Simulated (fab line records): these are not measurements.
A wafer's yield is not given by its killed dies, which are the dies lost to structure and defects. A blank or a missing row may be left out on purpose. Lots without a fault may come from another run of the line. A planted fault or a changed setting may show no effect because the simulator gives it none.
fab line records | flow nand_harc
[record] lots = 24 | wafers = 72 | last_day = 25
route steps=1159 shown A_M0@1023 A_M1@1037 A_BONDPAD@1089 HYBRID_BOND@1099
lots that met no fault: from a run of the same line without faults
start_h: hours from the record's first day to the start of the lot's first wafer shown | wait_h: time in hours since the lot's previous step | " unchanged from the row above | L1.1+2: one row covering several wafers at once | - no value, or no start given | * or withheld: withheld | < > ~ a bound
route shown NAME@n: a module of which the file shows steps, and the number in the route of the first | usual: mean/standard deviation taken from wafers without a fault | same: alike in all rows | chamber/n: place in a boat | sites: per-site readings | _std_site: standard deviation across them | _edge_site: outer sites' mean less inner sites' | radius_mm: for every site, how far away it sits from the centre of the wafer | mask NAME#n: copy n | behind: the most recent tool/chamber to have shaped the wafer | hold: the reason the lot was held/the length of the hold in hours/how it ended | device: the n, p or np transistor that did not switch | end of line: tests of these same wafers at the route's end | for a step that has no rows: nothing shown but its recipe | killed: count of dies lost to structure and defects at first sort (not the wafer's yield) | map: per-die view of a wafer (x killed, . not killed, _ where there is no die)
set.NAME: the setting that was run; set.NAME@STEP: the one run at that earlier step | model.NAME: the simulator's own value behind a step, which no gauge read
a sample of lots followed through the steps of the route, with each step as a table and each wafer as a row
services: from which hour (start_h, from the record's first day; less than 0 if before it) a tool's chamber was out of use, for how many hours, and why
[[steps]]
[step NHARC_A_M0_INSPECT_27]
[usual] raw_defect_count = 463/140
lot.wafer | tool              | chamber | start_h | wait_h | raw_defect_count
L075.1    | defect_inspect-02 | -       | 409.49  | 0.0    | 337
L075.4    | "                 | -       | "       | "      | 391
L075.6    | "                 | -       | "       | "      | 396
L074.1    | defect_inspect-02 | -       | 409.81  | 0.0    | 368
L074.2    | "                 | -       | "       | "      | 357
L074.5    | "                 | -       | "       | "      | 435
L076.3    | defect_inspect-01 | -       | 411.69  | 0.0    | 280
L076.4    | "                 | -       | "       | "      | 440
L076.5    | "                 | -       | "       | "      | 309
L077.4    | defect_inspect-01 | -       | 412.52  | 0.0    | 464
L077.5    | "                 | -       | "       | "      | 537
L077.6    | "                 | -       | "       | "      | 512
L078.1    | defect_inspect-02 | -       | 425.84  | 0.0    | 368
L078.3    | "                 | -       | "       | "      | 309
L078.4    | "                 | -       | "       | "      | 383
L079.1    | defect_inspect-02 | -       | 429.22  | 0.0    | 483
L079.4    | "                 | -       | "       | "      | 483
L079.5    | "                 | -       | "       | "      | 419
L080.1    | defect_inspect-01 | -       | 438.85  | 0.0    | 333
L080.3    | "                 | -       | "       | "      | 344
L080.4    | "                 | -       | "       | "      | 343
L081.1    | defect_inspect-02 | -       | 443.74  | 0.0    | 336
L081.3    | "                 | -       | "       | "      | 280
L081.6    | "                 | -       | "       | "      | 267
L082.1    | defect_inspect-02 | -       | 456.63  | 0.0    | 630
L082.2    | "                 | -       | "       | "      | 570
L082.4    | "                 | -       | "       | "      | 395
L083.1    | defect_inspect-02 | -       | 457.09  | 0.0    | 659
L083.2    | "                 | -       | "       | "      | 344
L083.4    | "                 | -       | "       | "      | 532
L084.4    | defect_inspect-01 | -       | 460.52  | 0.0    | 554
L084.5    | "                 | -       | "       | "      | 505
L084.6    | "                 | -       | "       | "      | 468
L085.1    | defect_inspect-02 | -       | 465.51  | 0.0    | 1347
L085.4    | "                 | -       | "       | "      | 669
L085.5    | "                 | -       | "       | "      | 519
L086.1    | defect_inspect-02 | -       | 468.21  | 0.0    | 525
L086.3    | "                 | -       | "       | "      | 475
L086.5    | "                 | -       | "       | "      | 522
L088.1    | defect_inspect-02 | -       | 470.29  | 0.0    | 383
L088.3    | "                 | -       | "       | "      | 378
L088.5    | "                 | -       | "       | "      | 463
L087.1    | defect_inspect-02 | -       | 475.43  | 0.0    | 379
L087.5    | "                 | -       | "       | "      | 398
L087.6    | "                 | -       | "       | "      | 547
L089.1    | defect_inspect-01 | -       | 512.66  | 0.0    | 562
L089.2    | "                 | -       | "       | "      | 729
L089.6    | "                 | -       | "       | "      | 526
L092.1    | defect_inspect-01 | -       | 513.07  | 0.0    | 440
L092.2    | "                 | -       | "       | "      | 558
L092.3    | "                 | -       | "       | "      | 381
L090.1    | defect_inspect-01 | -       | 513.40  | 0.0    | 291
L090.3    | "                 | -       | "       | "      | 367
L090.6    | "                 | -       | "       | "      | 312
L091.4    | defect_inspect-01 | -       | 513.83  | 0.0    | 407
L091.5    | "                 | -       | "       | "      | 294
L091.6    | "                 | -       | "       | "      | 432
L093.2    | defect_inspect-02 | -       | 520.86  | 0.0    | 408
L093.3    | "                 | -       | "       | "      | 660
L093.6    | "                 | -       | "       | "      | 449
L094.2    | defect_inspect-01 | -       | 527.20  | 0.0    | 513
L094.4    | "                 | -       | "       | "      | 564
L094.5    | "                 | -       | "       | "      | 399
L096.1    | defect_inspect-01 | -       | 531.39  | 0.0    | 558
L096.2    | "                 | -       | "       | "      | 601
L096.3    | "                 | -       | "       | "      | 493
L095.3    | defect_inspect-01 | -       | 536.98  | 0.0    | 269
L095.5    | "                 | -       | "       | "      | 361
L095.6    | "                 | -       | "       | "      | 247
L097.3    | defect_inspect-01 | -       | 544.24  | 0.0    | 592
L097.4    | "                 | -       | "       | "      | 681
L097.6    | "                 | -       | "       | "      | 633
[step NHARC_A_M0_DEP_32]
[recipe] target_thk_a = 300 | temp_c = 370 | target_thk_nm = 30 | pressure_torr = 3 | flow_sccm = 200 | rf_w = 450 | material = SiCN
[usual] chamber_pressure_Torr = 3.000/0.0068 | heater_power_w = 571/62
lot.wafer | tool     | chamber | start_h | wait_h | chamber_pressure_Torr | heater_power_w | since_wet_clean_h
L075.1    | pecvd-01 | 1       | 409.64  | 0.1    | 3.001                 | 616            | 159
L075.4    | "        | 1       | "       | "      | 2.995                 | 613            | -
L075.6    | "        | 2       | "       | "      | 2.995                 | 601            | -
L074.1    | pecvd-03 | 2       | 409.96  | 0.1    | 2.989                 | 561            | 105
L074.2    | "        | 0       | "       | "      | 3.005                 | 487            | 105
L074.5    | "        | 1       | "       | "      | 2.990                 | 634            | -
L076.3    | pecvd-03 | 0       | 411.92  | 0.1    | 3.000                 | 472            | 106
L076.5    | "        | 1       | "       | "      | 3.004                 | 615            | -
L076.4    | "        | 2       | "       | "      | 2.999                 | 592            | -
L077.5    | pecvd-01 | 2       | 412.79  | 0.2    | 3.003                 | 611            | -
L077.4    | "        | 0       | "       | "      | 2.996                 | 525            | -
L077.6    | "        | 1       | "       | "      | 2.996                 | 665            | -
L078.3    | pecvd-04 | 0       | 425.99  | 0.1    | 2.990                 | 568            | 37
L078.1    | "        | 2       | "       | "      | 3.009                 | 613            | 37
L078.4    | "        | 1       | "       | "      | 2.990                 | 574            | -
L079.1    | pecvd-04 | 1       | 429.37  | 0.1    | 3.006                 | 549            | 40
L079.5    | "        | 2       | "       | "      | 3.001                 | 662            | -
L079.4    | "        | 0       | "       | "      | 3.000                 | 537            | -
L080.1    | pecvd-01 | 0       | 439.04  | 0.1    | 3.005                 | 524            | 8
L080.3    | "        | 1       | "       | "      | 3.001                 | 598            | 8
L080.4    | "        | 1       | "       | "      | 3.004                 | 585            | -
L081.1    | pecvd-04 | 1       | 443.89  | 0.1    | 2.992                 | 594            | 55
L081.3    | "        | 2       | "       | "      | 2.992                 | 582            | 55
L081.6    | "        | 1       | "       | "      | 2.995                 | 602            | -
L082.1    | pecvd-04 | 2       | 456.78  | 0.1    | 3.004                 | 603            | 67
L082.2    | "        | 1       | "       | "      | 2.999                 | 617            | 67
L082.4    | "        | 0       | "       | "      | 3.010                 | 558            | -
L083.2    | pecvd-04 | 1       | 457.78  | 0.1    | 2.999                 | 528            | 68
L083.1    | "        | 2       | "       | "      | 3.006                 | 655            | 68
L083.4    | "        | 1       | "       | "      | 2.999                 | 544            | -
L084.6    | pecvd-03 | 2       | 460.79  | 0.2    | 2.995                 | 520            | -
L084.4    | "        | 0       | "       | "      | 3.006                 | 478            | -
L084.5    | "        | 1       | "       | "      | 3.002                 | 555            | -
L085.1    | pecvd-03 | 1       | 465.74  | 0.1    | 2.999                 | 613            | 160
L085.4    | "        | 2       | "       | "      | 3.006                 | 587            | -
L085.5    | "        | 1       | "       | "      | 2.994                 | 598            | -
L086.1    | pecvd-03 | 1       | 468.36  | 0.1    | 2.999                 | 594            | 163
L086.3    | "        | 2       | "       | "      | 3.009                 | 574            | 163
L086.5    | "        | 1       | "       | "      | 3.002                 | 625            | -
L088.3    | pecvd-01 | 1       | 470.52  | 0.1    | 2.999                 | 688            | 39
L088.1    | "        | 2       | "       | "      | 3.003                 | 599            | 39
L088.5    | "        | 2       | "       | "      | 2.990                 | 593            | -
L087.1    | pecvd-01 | 0       | 475.61  | 0.1    | 3.015                 | 530            | 44
L087.5    | "        | 1       | "       | "      | 3.007                 | 579            | -
L087.6    | "        | 2       | "       | "      | 3.019                 | 657            | -
L089.1    | pecvd-04 | 1       | 512.82  | 0.1    | 2.992                 | 521            | 123
L089.2    | "        | 2       | "       | "      | 2.997                 | 627            | 123
L089.6    | "        | 0       | "       | "      | 2.985                 | 572            | -
L092.3    | pecvd-01 | 2       | 513.22  | 0.1    | 3.001                 | 540            | 82
L092.2    | "        | 0       | "       | "      | 2.991                 | 516            | 82
L092.1    | "        | 1       | "       | "      | 3.003                 | 657            | 82
L090.3    | pecvd-01 | 0       | 513.56  | 0.1    | 2.994                 | 497            | 82
L090.1    | "        | 1       | "       | "      | 2.998                 | 683            | 82
L090.6    | "        | 1       | "       | "      | 3.002                 | 673            | -
L091.5    | pecvd-01 | 2       | 514.10  | 0.2    | 2.998                 | 653            | -
L091.6    | "        | 0       | "       | "      | 2.996                 | 465            | -
L091.4    | "        | 1       | "       | "      | 3.009                 | 589            | -
L093.3    | pecvd-01 | 1       | 521.11  | 0.1    | 2.993                 | 641            | 90
L093.2    | "        | 2       | "       | "      | 3.012                 | 541            | 90
L093.6    | "        | 0       | "       | "      | 2.992                 | 532            | -
L094.2    | pecvd-03 | 1       | 528.08  | 0.1    | 2.991                 | 583            | 42
L094.4    | "        | 0       | "       | "      | 3.005                 | 523            | -
L094.5    | "        | 1       | "       | "      | 3.008                 | 590            | -
L096.2    | pecvd-03 | 1       | 531.54  | 0.1    | 2.996                 | 610            | 45
L096.1    | "        | 2       | "       | "      | 2.997                 | 553            | 45
L096.3    | "        | 0       | "       | "      | 3.006                 | 457            | 45
L095.3    | pecvd-03 | 1       | 537.17  | 0.1    | 3.005                 | 626            | 51
L095.6    | "        | 0       | "       | "      | 2.996                 | 510            | -
L095.5    | "        | 1       | "       | "      | 2.993                 | 618            | -
L097.3    | pecvd-01 | 0       | 544.47  | 0.1    | 2.987                 | 523            | 113
L097.6    | "        | 1       | "       | "      | 2.992                 | 689            | -
L097.4    | "        | 0       | "       | "      | 2.995                 | 526            | -
[step NHARC_A_M1_OVL_MEAS_10]
[recipe] pitch_nm = 240
[usual] overlay_x_nm = 0.0/0.66 | overlay_y_nm = 0.1/0.84
lot.wafer | tool       | chamber | start_h | wait_h | overlay_x_nm | overlay_y_nm
L075.1    | overlay-01 | -       | 410.85  | -      | -0.3         | 1.1
L075.4    | "          | -       | "       | "      | 0.0          | 0.7
L075.6    | "          | -       | "       | "      | 0.2          | 1.1
L074.1    | overlay-02 | -       | 411.30  | -      | 0.9          | -0.5
L074.2    | "          | -       | "       | "      | 1.2          | -0.4
L074.5    | "          | -       | "       | "      | 0.2          | -0.3
L076.3    | overlay-02 | -       | 413.37  | -      | -0.1         | -0.8
L076.4    | "          | -       | "       | "      | -0.6         | -1.8
L076.5    | "          | -       | "       | "      | -0.1         | -1.2
L077.4    | overlay-01 | -       | 414.00  | -      | 1.1          | -0.4
L077.5    | "          | -       | "       | "      | 1.2          | 0.4
L077.6    | "          | -       | "       | "      | 1.2          | -0.5
L078.1    | overlay-01 | -       | 427.24  | -      | -0.4         | 0.4
L078.3    | "          | -       | "       | "      | 0.6          | 0.0
L078.4    | "          | -       | "       | "      | 0.0          | 0.1
L079.1    | overlay-02 | -       | 430.68  | -      | 0.0          | 0.6
L079.4    | "          | -       | "       | "      | 0.6          | 0.2
L079.5    | "          | -       | "       | "      | 0.1          | 0.9
L080.1    | overlay-02 | -       | 440.34  | -      | 0.5          | 0.8
L080.3    | "          | -       | "       | "      | -0.3         | 0.2
L080.4    | "          | -       | "       | "      | -0.1         | 0.6
L081.1    | overlay-02 | -       | 445.23  | -      | 0.1          | 0.7
L081.3    | "          | -       | "       | "      | -0.3         | 0.9
L081.6    | "          | -       | "       | "      | -0.3         | 0.8
L082.1    | overlay-01 | -       | 458.30  | -      | 0.7          | 0.3
L082.2    | "          | -       | "       | "      | 1.1          | 0.4
L082.4    | "          | -       | "       | "      | 0.8          | 0.3
L083.1    | overlay-02 | -       | 459.12  | -      | 0.0          | 1.7
L083.2    | "          | -       | "       | "      | -0.7         | 1.5
L083.4    | "          | -       | "       | "      | -0.3         | 2.0
L084.4    | overlay-02 | -       | 462.10  | -      | -0.3         | -0.4
L084.5    | "          | -       | "       | "      | -1.3         | 0.3
L084.6    | "          | -       | "       | "      | -1.8         | -0.9
L085.1    | overlay-01 | -       | 467.02  | -      | 0.6          | 1.0
L085.4    | "          | -       | "       | "      | 1.0          | 0.6
L085.5    | "          | -       | "       | "      | 0.9          | 0.4
L086.1    | overlay-02 | -       | 469.55  | -      | 0.6          | 0.4
L086.3    | "          | -       | "       | "      | 0.3          | 0.4
L086.5    | "          | -       | "       | "      | 0.1          | 0.4
L088.1    | overlay-01 | -       | 471.87  | -      | -0.5         | 0.5
L088.3    | "          | -       | "       | "      | -0.5         | 0.4
L088.5    | "          | -       | "       | "      | -0.3         | 0.1
L087.1    | overlay-01 | -       | 476.92  | -      | 0.9          | -1.2
L087.5    | "          | -       | "       | "      | 0.6          | -0.8
L087.6    | "          | -       | "       | "      | 1.0          | -1.3
L089.1    | overlay-02 | -       | 514.03  | -      | -0.4         | 1.0
L089.2    | "          | -       | "       | "      | -0.4         | 1.3
L089.6    | "          | -       | "       | "      | 0.1          | -0.2
L092.1    | overlay-02 | -       | 514.55  | -      | -0.7         | -1.5
L092.2    | "          | -       | "       | "      | -1.2         | -1.3
L092.3    | "          | -       | "       | "      | -0.5         | -0.9
L090.1    | overlay-02 | -       | 514.90  | -      | -1.3         | -0.1
L090.3    | "          | -       | "       | "      | -0.2         | -0.2
L090.6    | "          | -       | "       | "      | -0.9         | -0.3
L091.4    | overlay-02 | -       | 515.31  | -      | -0.9         | 0.5
L091.5    | "          | -       | "       | "      | -0.8         | 0.5
L091.6    | "          | -       | "       | "      | -0.9         | 0.5
L093.2    | overlay-02 | -       | 522.40  | -      | -0.3         | 0.7
L093.3    | "          | -       | "       | "      | -0.9         | 0.4
L093.6    | "          | -       | "       | "      | -0.4         | 0.9
L094.2    | overlay-01 | -       | 529.38  | -      | -0.2         | -0.4
L094.4    | "          | -       | "       | "      | -0.1         | -0.4
L094.5    | "          | -       | "       | "      | -0.3         | -0.6
L096.1    | overlay-01 | -       | 532.76  | -      | 0.3          | 0.1
L096.2    | "          | -       | "       | "      | 0.6          | 0.1
L096.3    | "          | -       | "       | "      | 0.6          | -0.1
L095.3    | overlay-02 | -       | 538.47  | -      | 0.0          | 0.2
L095.5    | "          | -       | "       | "      | 0.1          | -0.6
L095.6    | "          | -       | "       | "      | 0.7          | -0.2
L097.3    | overlay-02 | -       | 545.73  | -      | -0.7         | -2.0
L097.4    | "          | -       | "       | "      | -0.4         | -2.0
L097.6    | "          | -       | "       | "      | 0.0          | -1.6
[step NHARC_A_M1_PRE_CLEAN_30]
[recipe] time_s = 30 | temp_c = 280 | gas = H2/He
[usual] heater_power_w = 388/34
lot.wafer | tool           | chamber | start_h | wait_h | heater_power_w
L075.1    | pvd_sputter-03 | -       | -       | -      | 385
L075.4    | "              | -       | "       | "      | 347
L075.6    | "              | -       | "       | "      | 391
L074.2    | pvd_sputter-01 | -       | -       | -      | 401
L074.1    | "              | -       | "       | "      | 409
L074.5    | "              | -       | "       | "      | 396
L076.3    | pvd_sputter-03 | -       | -       | -      | 341
L076.4    | "              | -       | "       | "      | 434
L076.5    | "              | -       | "       | "      | 399
L077.4    | pvd_sputter-02 | -       | -       | -      | 343
L077.5    | "              | -       | "       | "      | 345
L077.6    | "              | -       | "       | "      | 397
L078.1    | pvd_sputter-02 | -       | -       | -      | 344
L078.4    | "              | -       | "       | "      | 344
L078.3    | "              | -       | "       | "      | 387
L079.4    | pvd_sputter-03 | -       | -       | -      | 341
L079.1    | "              | -       | "       | "      | 388
L079.5    | "              | -       | "       | "      | 355
L080.1    | pvd_sputter-02 | -       | -       | -      | 399
L080.3    | "              | -       | "       | "      | 345
L080.4    | "              | -       | "       | "      | 340
L081.3    | pvd_sputter-03 | -       | -       | -      | 396
L081.1    | "              | -       | "       | "      | 432
L081.6    | "              | -       | "       | "      | 386
L082.4    | pvd_sputter-01 | -       | -       | -      | 392
L082.1    | "              | -       | "       | "      | 394
L082.2    | "              | -       | "       | "      | 422
L083.1    | pvd_sputter-02 | -       | -       | -      | 425
L083.4    | "              | -       | "       | "      | 351
L083.2    | "              | -       | "       | "      | 351
L084.4    | pvd_sputter-02 | -       | -       | -      | 345
L084.6    | "              | -       | "       | "      | 342
L084.5    | "              | -       | "       | "      | 395
L085.1    | pvd_sputter-03 | -       | -       | -      | 414
L085.4    | "              | -       | "       | "      | 425
L085.5    | "              | -       | "       | "      | 328
L086.1    | pvd_sputter-03 | -       | -       | -      | 372
L086.3    | "              | -       | "       | "      | 437
L086.5    | "              | -       | "       | "      | 408
L088.3    | pvd_sputter-01 | -       | -       | -      | 417
L088.1    | "              | -       | "       | "      | 407
L088.5    | "              | -       | "       | "      | 444
L087.1    | pvd_sputter-02 | -       | -       | -      | 354
L087.6    | "              | -       | "       | "      | 345
L087.5    | "              | -       | "       | "      | 348
L089.1    | pvd_sputter-03 | -       | -       | -      | 394
L089.2    | "              | -       | "       | "      | 431
L089.6    | "              | -       | "       | "      | 337
L092.3    | pvd_sputter-02 | -       | -       | -      | 346
L092.1    | "              | -       | "       | "      | 384
L092.2    | "              | -       | "       | "      | 435
L090.1    | pvd_sputter-03 | -       | -       | -      | 442
L090.3    | "              | -       | "       | "      | 343
L090.6    | "              | -       | "       | "      | 431
L091.4    | pvd_sputter-02 | -       | -       | -      | 340
L091.5    | "              | -       | "       | "      | 390
L091.6    | "              | -       | "       | "      | 425
L093.2    | pvd_sputter-03 | -       | -       | -      | 378
L093.3    | "              | -       | "       | "      | 448
L093.6    | "              | -       | "       | "      | 366
L094.4    | pvd_sputter-01 | -       | -       | -      | 421
L094.2    | "              | -       | "       | "      | 423
L094.5    | "              | -       | "       | "      | 415
L096.1    | pvd_sputter-02 | -       | -       | -      | 412
L096.2    | "              | -       | "       | "      | 348
L096.3    | "              | -       | "       | "      | 342
L095.3    | pvd_sputter-02 | -       | -       | -      | 344
L095.6    | "              | -       | "       | "      | 341
L095.5    | "              | -       | "       | "      | 350
L097.4    | pvd_sputter-02 | -       | -       | -      | 400
L097.3    | "              | -       | "       | "      | 341
L097.6    | "              | -       | "       | "      | 388
[step NHARC_A_BONDPAD_THK_MEAS_20]
[recipe] thk_meas_gauge = xrf
[usual] thk_nm = 170.0/1.5
lot.wafer | tool          | chamber | start_h | wait_h | thk_nm
L075.1    | film_metro-01 | -       | 418.00  | -      | 172.3
L075.4    | "             | -       | "       | "      | 171.0
L075.6    | "             | -       | "       | "      | 168.0
L074.1    | film_metro-02 | -       | 418.85  | -      | 170.3
L074.2    | "             | -       | "       | "      | 170.3
L074.5    | "             | -       | "       | "      | 168.9
L076.3    | film_metro-01 | -       | 421.05  | -      | 169.3
L076.4    | "             | -       | "       | "      | 169.9
L076.5    | "             | -       | "       | "      | 170.1
L077.4    | film_metro-02 | -       | 421.14  | -      | 169.4
L077.5    | "             | -       | "       | "      | 171.6
L077.6    | "             | -       | "       | "      | 171.4
L078.1    | film_metro-02 | -       | 434.42  | -      | 168.5
L078.3    | "             | -       | "       | "      | 170.0
L078.4    | "             | -       | "       | "      | 172.1
L079.1    | film_metro-02 | -       | 437.89  | -      | 170.5
L079.4    | "             | -       | "       | "      | 172.2
L079.5    | "             | -       | "       | "      | 172.5
L080.1    | film_metro-01 | -       | 447.49  | -      | 168.0
L080.3    | "             | -       | "       | "      | 168.1
L080.4    | "             | -       | "       | "      | 169.6
L081.1    | film_metro-01 | -       | 452.45  | -      | 169.5
L081.3    | "             | -       | "       | "      | 167.4
L081.6    | "             | -       | "       | "      | 169.4
L082.1    | film_metro-01 | -       | 465.61  | -      | 169.8
L082.2    | "             | -       | "       | "      | 167.3
L082.4    | "             | -       | "       | "      | 169.7
L083.1    | film_metro-01 | -       | 466.29  | -      | 170.4
L083.2    | "             | -       | "       | "      | 169.9
L083.4    | "             | -       | "       | "      | 170.9
L084.4    | film_metro-02 | -       | 469.35  | -      | 168.7
L084.5    | "             | -       | "       | "      | 169.6
L084.6    | "             | -       | "       | "      | 168.1
L085.1    | film_metro-02 | -       | 476.10  | -      | 169.7
L085.4    | "             | -       | "       | "      | 166.8
L085.5    | "             | -       | "       | "      | 167.8
L086.1    | film_metro-02 | -       | 476.71  | -      | 170.7
L086.3    | "             | -       | "       | "      | 168.4
L086.5    | "             | -       | "       | "      | 169.0
L088.1    | film_metro-01 | -       | 479.16  | -      | 170.9
L088.3    | "             | -       | "       | "      | 169.0
L088.5    | "             | -       | "       | "      | 170.6
L087.1    | film_metro-02 | -       | 484.19  | -      | 168.1
L087.5    | "             | -       | "       | "      | 168.7
L087.6    | "             | -       | "       | "      | 174.1
L089.1    | film_metro-02 | -       | 521.42  | -      | 171.4
L089.2    | "             | -       | "       | "      | 171.2
L089.6    | "             | -       | "       | "      | 169.1
L092.1    | film_metro-01 | -       | 521.92  | -      | 166.4
L092.2    | "             | -       | "       | "      | 169.3
L092.3    | "             | -       | "       | "      | 170.9
L090.1    | film_metro-02 | -       | 522.63  | -      | 167.5
L090.3    | "             | -       | "       | "      | 173.4
L090.6    | "             | -       | "       | "      | 170.4
L091.4    | film_metro-02 | -       | 523.17  | -      | 170.9
L091.5    | "             | -       | "       | "      | 169.7
L091.6    | "             | -       | "       | "      | 169.8
L093.2    | film_metro-01 | -       | 529.62  | -      | 168.4
L093.3    | "             | -       | "       | "      | 168.8
L093.6    | "             | -       | "       | "      | 172.0
L094.2    | film_metro-02 | -       | 536.51  | -      | 169.5
L094.4    | "             | -       | "       | "      | 169.7
L094.5    | "             | -       | "       | "      | 170.6
L096.1    | film_metro-01 | -       | 540.02  | -      | 170.9
L096.2    | "             | -       | "       | "      | 171.5
L096.3    | "             | -       | "       | "      | 167.4
L095.3    | film_metro-01 | -       | 546.28  | -      | 168.3
L095.5    | "             | -       | "       | "      | 168.8
L095.6    | "             | -       | "       | "      | 169.8
L097.3    | film_metro-02 | -       | 552.87  | -      | 171.0
L097.4    | "             | -       | "       | "      | 168.5
L097.6    | "             | -       | "       | "      | 169.3
[step NHARC_HYBRID_BOND_OVL_MEAS_05]
[usual] overlay_x_nm = -2/33 | overlay_y_nm = 4/32
lot.wafer | tool       | chamber | start_h | wait_h | overlay_x_nm | overlay_y_nm
L075.1    | overlay-02 | -       | 430.77  | 0.4    | 16           | 51
L075.4    | "          | -       | "       | "      | -8           | -38
L075.6    | "          | -       | "       | "      | 23           | -15
L074.1    | overlay-01 | -       | 430.77  | 0.4    | -22          | 6
L074.2    | "          | -       | "       | "      | -3           | 1
L074.5    | "          | -       | "       | "      | 4            | -25
L076.3    | overlay-02 | -       | 430.78  | 0.4    | -4           | 67
L076.4    | "          | -       | "       | "      | 8            | 50
L076.5    | "          | -       | "       | "      | 69           | -13
L077.4    | overlay-01 | -       | 430.78  | 0.4    | -2           | -39
L077.5    | "          | -       | "       | "      | -16          | 17
L077.6    | "          | -       | "       | "      | 9            | -23
L078.1    | overlay-02 | -       | 450.76  | 0.4    | 28           | -14
L078.3    | "          | -       | "       | "      | 17           | 30
L078.4    | "          | -       | "       | "      | -74          | 24
L079.1    | overlay-01 | -       | 450.76  | 0.4    | 49           | -5
L079.4    | "          | -       | "       | "      | 36           | 0
L079.5    | "          | -       | "       | "      | -3           | -37
L081.1    | overlay-02 | -       | 459.47  | 0.4    | -2           | -7
L081.3    | "          | -       | "       | "      | 31           | 45
L081.6    | "          | -       | "       | "      | -66          | -14
L080.1    | overlay-01 | -       | 459.47  | 0.4    | 14           | 25
L080.3    | "          | -       | "       | "      | 33           | -5
L080.4    | "          | -       | "       | "      | 3            | -40
L083.1    | overlay-02 | -       | 476.81  | 0.4    | 11           | -16
L083.2    | "          | -       | "       | "      | -25          | 16
L083.4    | "          | -       | "       | "      | -34          | 29
L082.1    | overlay-01 | -       | 476.81  | 0.4    | -25          | 12
L082.2    | "          | -       | "       | "      | -40          | -18
L082.4    | "          | -       | "       | "      | -39          | 16
L084.4    | overlay-02 | -       | 476.82  | 0.4    | 65           | -16
L084.5    | "          | -       | "       | "      | 36           | 24
L084.6    | "          | -       | "       | "      | -48          | 1
L085.1    | overlay-01 | -       | 488.27  | 0.4    | -38          | -30
L085.4    | "          | -       | "       | "      | 33           | -23
L085.5    | "          | -       | "       | "      | -7           | 8
L086.1    | overlay-02 | -       | 488.27  | 0.4    | -34          | -17
L086.3    | "          | -       | "       | "      | 45           | -70
L086.5    | "          | -       | "       | "      | -40          | 31
L088.1    | overlay-01 | -       | 488.28  | 0.4    | 41           | -5
L088.3    | "          | -       | "       | "      | -29          | 79
L088.5    | "          | -       | "       | "      | 84           | -4
L087.1    | overlay-01 | -       | 494.10  | 0.4    | -3           | 41
L087.5    | "          | -       | "       | "      | 22           | 32
L087.6    | "          | -       | "       | "      | -39          | 36
L089.1    | overlay-02 | -       | 533.31  | 0.4    | 11           | 40
L089.2    | "          | -       | "       | "      | 41           | -12
L089.6    | "          | -       | "       | "      | -6           | 57
L090.1    | overlay-01 | -       | 533.31  | 0.4    | -17          | 75
L090.3    | "          | -       | "       | "      | 14           | 86
L090.6    | "          | -       | "       | "      | -44          | -18
L092.1    | overlay-02 | -       | 533.32  | 0.4    | -76          | -12
L092.2    | "          | -       | "       | "      | -57          | 43
L092.3    | "          | -       | "       | "      | 31           | -7
L091.4    | overlay-01 | -       | 533.33  | 0.4    | -14          | 6
L091.5    | "          | -       | "       | "      | -6           | 56
L091.6    | "          | -       | "       | "      | 1            | -3
L093.2    | overlay-01 | -       | 539.65  | 0.4    | 12           | 35
L093.3    | "          | -       | "       | "      | 20           | 14
L093.6    | "          | -       | "       | "      | 4            | -23
L096.1    | overlay-02 | -       | 547.35  | 0.4    | -33          | -47
L096.2    | "          | -       | "       | "      | -72          | 10
L096.3    | "          | -       | "       | "      | 39           | -18
L094.2    | overlay-01 | -       | 547.35  | 0.4    | 14           | -16
L094.4    | "          | -       | "       | "      | 15           | 70
L094.5    | "          | -       | "       | "      | -44          | 25
L095.3    | overlay-01 | -       | 556.28  | 0.4    | 25           | 46
L095.5    | "          | -       | "       | "      | -37          | 7
L095.6    | "          | -       | "       | "      | 30           | 0
L097.3    | overlay-01 | -       | 565.09  | 0.4    | -53          | 26
L097.4    | "          | -       | "       | "      | 26           | -26
L097.6    | "          | -       | "       | "      | -50          | 10
[[services]]
tool           | chamber | start_h | hours | kind
pecvd-04       | 0       | 389.41  | -     | clean
pecvd-04       | 1       | 389.41  | -     | clean
pvd_sputter-02 | -       | 392.00  | 10.0  | pm
pvd_sputter-03 | -       | 392.81  | 0.6   | repair
pecvd-01       | -       | 418.50  | 13.0  | pm
pecvd-01       | 0       | 418.50  | 13.0  | vent_cycle
pecvd-01       | 1       | 418.50  | 13.0  | vent_cycle
pecvd-01       | 2       | 418.50  | 13.0  | vent_cycle
pecvd-01       | 0       | 431.50  | -     | clean
pecvd-01       | 1       | 431.50  | -     | clean
pecvd-01       | 2       | 431.50  | -     | clean
pvd_sputter-03 | -       | 453.96  | 1.3   | repair
pvd_sputter-03 | -       | 458.08  | 10.0  | pm
pecvd-03       | -       | 473.48  | 13.0  | pm
pecvd-03       | 0       | 473.48  | 13.0  | vent_cycle
pecvd-03       | 1       | 473.48  | 13.0  | vent_cycle
pecvd-03       | 2       | 473.48  | 13.0  | vent_cycle
pvd_sputter-01 | -       | 475.15  | 3.3   | repair
pecvd-03       | 0       | 486.48  | -     | clean
pecvd-03       | 1       | 486.48  | -     | clean
pecvd-03       | 2       | 486.48  | -     | clean
pecvd-03       | -       | 511.88  | 1.7   | repair
pvd_sputter-01 | -       | 514.83  | 10.0  | pm
pvd_sputter-01 | -       | 540.76  | 12.0  | repair
[[key]]
fault none
